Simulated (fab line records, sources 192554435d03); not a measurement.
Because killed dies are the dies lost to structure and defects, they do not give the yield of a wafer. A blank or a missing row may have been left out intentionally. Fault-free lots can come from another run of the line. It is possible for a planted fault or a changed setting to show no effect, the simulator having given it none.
Chamber matching | flow n5_finfet | pecvd-01 running N5_SDB_HM_DEP_00: 3 sister chambers
The step deposits SiNx from SiH4/NH3/N2, target thk 40 nm, time 35.3 s. 16 wafers are shown with their chamber, then 8 later ones without.

## WAFERS, EACH WITH ITS CHAMBER
wafer  | chamber | showerhead_plenum_p_Torr (Torr) | throttle_valve_pct (%) | heater_power_w (W)
L074.2 | 0       | 5.25                            | 41                     | 789
L074.3 | 2       | 5.20                            | 39                     | 666
L074.5 | 1       | 5.10                            | 37                     | 829
L076.1 | 0       | 5.24                            | 41                     | 895
L076.3 | 1       | 5.10                            | 38                     | 841
L076.5 | 1       | 5.09                            | 38                     | 853
L077.2 | 2       | 5.21                            | 39                     | 731
L077.5 | 2       | 5.19                            | 39                     | 725
L077.6 | 0       | 5.25                            | 41                     | 862
L078.3 | 2       | 5.18                            | 40                     | 737
L078.5 | 0       | 5.25                            | 41                     | 878
L078.6 | 1       | 5.10                            | 38                     | 855
L084.1 | 2       | 5.19                            | 39                     | 758
L084.5 | 2       | 5.18                            | 39                     | 759
L084.6 | 0       | 5.25                            | 41                     | 857
L089.1 | 1       | 5.10                            | 38                     | 800

SIGNATURES (averages over the wafers above)
reading                  | chamber 0 | chamber 1 | chamber 2 | scatter within a chamber
showerhead_plenum_p_Torr | 5.2480    | 5.0980    | 5.1917    | 0.00805
throttle_valve_pct       | 41.00     | 37.80     | 39.17     | 0.354
heater_power_w           | 856.20    | 835.60    | 729.33    | 33.2
Rule: a wafer's distance from a chamber is the root of the sum, over the readings, of the square of ((its reading less the chamber's mean) divided by the reading's scatter). If the next closest chamber is less than 2 further off than the closest, the wafer can't be placed; otherwise it belongs to the closest. How the scatter is found: for the shown wafers, subtract from each reading the mean of its chamber, square and add these, divide the total by (wafers less chambers), then take the root.

## WAFERS WHOSE CHAMBER IS MISSING
wafer  | showerhead_plenum_p_Torr (Torr) | throttle_valve_pct (%) | heater_power_w (W)
L089.2 | 5.19                            | 39                     | 762
L089.5 | 5.09                            | 38                     | 827
L090.1 | 5.09                            | 38                     | 879
L090.3 | 5.17                            | 39                     | 748
L090.4 | 5.10                            | 38                     | 870
L097.1 | 5.11                            | 38                     | 836
L097.5 | 5.26                            | 42                     | 889
L097.6 | 5.10                            | 38                     | 809

## WHICH CHAMBER EACH WENT THROUGH
wafer  | from the rows above | in truth
L089.2 | 2                   | 2
L089.5 | 1                   | 1
L090.1 | 1                   | 1
L090.3 | 2                   | 2
L090.4 | 1                   | 1
L097.1 | 1                   | 1
L097.5 | 0                   | 0
L097.6 | 1                   | 1
Placed correctly: 8 of 8. Left unplaced by these rows: 0. 0 placed wrongly.
